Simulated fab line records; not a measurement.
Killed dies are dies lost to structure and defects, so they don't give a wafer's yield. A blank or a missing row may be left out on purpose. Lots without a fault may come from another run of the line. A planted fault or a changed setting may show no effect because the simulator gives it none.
Code-filled problem report in 8D (eight disciplines) form -- flow n5Finfet -- the parts of the form that need people (team, actions taken, sign-off) are left out

== 1. WHAT WENT WRONG ==
Mean M13_ILD_THK at N5_BEOL_M13_THK_MEAS_01: 1215 nm over 5 wafers in 3 lots; fault-free wafers: 839 nm, standard deviation 11. That puts it +34 standard deviations away from the usual mean.
First observed at day 14 09:59: wafer L970.3, on filmMetro-02. The record holds 26 wafers of 9 lots with a number at this step. The rule behind "out" and "out of limits": a value lying over 4 standard deviations away from the usual mean. Any other wafer with a number is counted as sound.

== 2. WHAT IT IS, AND WHAT IT ISN'T ==
question,is,is not
which readings at this step,M13_ILD_THK,-
which lots,"L970, L972, L974","L958, L959, L960, L963, L975, L979"
which wafers of those lots,"L970.3, L970.5, L972.3, L972.5, L974.3","L970.1, L974.4, L974.6"
read on which gauges,"filmMetro-01, filmMetro-02",-
when,from day 14 09:59,"up to then (13 sound wafers); but 8 sound wafers of L974, L975, L979 came after"

== 3. WHAT RULES OUT EACH SUSPECT ==
Counting: any tool at a process step up to the reading remains a suspect provided it ran every lot that is out. Sound lots after the first of them don't rule it out here, since some wafers of a struck lot are sound.
- the gauge at N5_BEOL_M13_THK_MEAS_01 is ruled out. The wafers that are out were read on 2 gauges (filmMetro-01, filmMetro-02).
- pecvd-02 at N5_BEOL_M13_ILD_DEP_00 (deposits SiOC from DEMS/O2, target thk 837.92 nm, time 166.4 s): kept. Every lot that is out went through it, the first being L970 (day 14 09:50); the last sound lot it ran before that was L963 (day 12 10:44). Its own readings are out on those wafers: runLengthS.
Left after counting: pecvd-02 at N5_BEOL_M13_ILD_DEP_00.

== 4. THE CAUSE (what the simulator had put in) ==
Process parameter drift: pecvd-02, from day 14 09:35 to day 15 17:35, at N5_BEOL_M13_ILD_DEP_00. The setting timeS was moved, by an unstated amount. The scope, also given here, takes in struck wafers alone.
This tool alone remained once counting was done.

== 5. THE CHAIN OF EFFECTS, in route order ==
Each row: a reading whose mean over the struck wafers that have a number lies more than 3 standard deviations from the usual. Readings are gone through only where the record gives a usual standard deviation; hours: the median, over the lots, of the time from a lot's start at the first step in this table giving one to that lot's start at this step; sigmas: the change measured in usual standard deviations.
hours,step,reading,usual,on struck wafers,change,sigmas
0,N5_BEOL_M13_ILD_DEP_00,runLengthS,211.2 s,285.9,+74.7,+90
0,N5_BEOL_M13_THK_MEAS_01,M13_ILD_THK,839 nm,1215,+376,+34
1,N5_BEOL_M13_STRIP_63,oesProductAu,0.674 a.u.,0.232,-0.442,-99 or more
1,N5_BEOL_M13_STRIP_63,stripTimeToEndpointS,27.7 s,0.0,-27.7,-25
1,N5_BEOL_M13_STRIP_64,oesProductAu,0.715 a.u.,0.663,-0.052,-12
1,N5_BEOL_M13_STRIP_64,stripTimeToEndpointS,31.31 s,20.65,-10.66,-99 or more
Process steps it contains:
- N5_BEOL_M13_ILD_DEP_00: deposits SiOC from DEMS/O2, target thk 837.92 nm, time 166.4 s.
- N5_BEOL_M13_STRIP_63: strips in N2/H2.
- N5_BEOL_M13_STRIP_64: strips in N2/H2.
At these later measuring or inspecting steps, every struck wafer for which the step has a row has a number for every such reading, and none has moved that far: N5_BEOL_M13_OVL_MEAS_11.

== 6. WHAT WOULD HAVE CAUGHT IT SOONER ==
In this record the first reading out of limits at a measuring or inspecting step was taken at day 14 09:59, 0 hours after the fault began at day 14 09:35.
At N5_BEOL_M13_ILD_DEP_00, the tool's own readings (runLengthS) were out on each struck wafer the step has a row for, so an alarm limit on them would have fired on the first such wafer.
Of the lots that are out (3), L972, L974 began N5_BEOL_M13_ILD_DEP_00 on pecvd-02 after day 14 09:59. A hold on the tool at that time would have spared those 2.
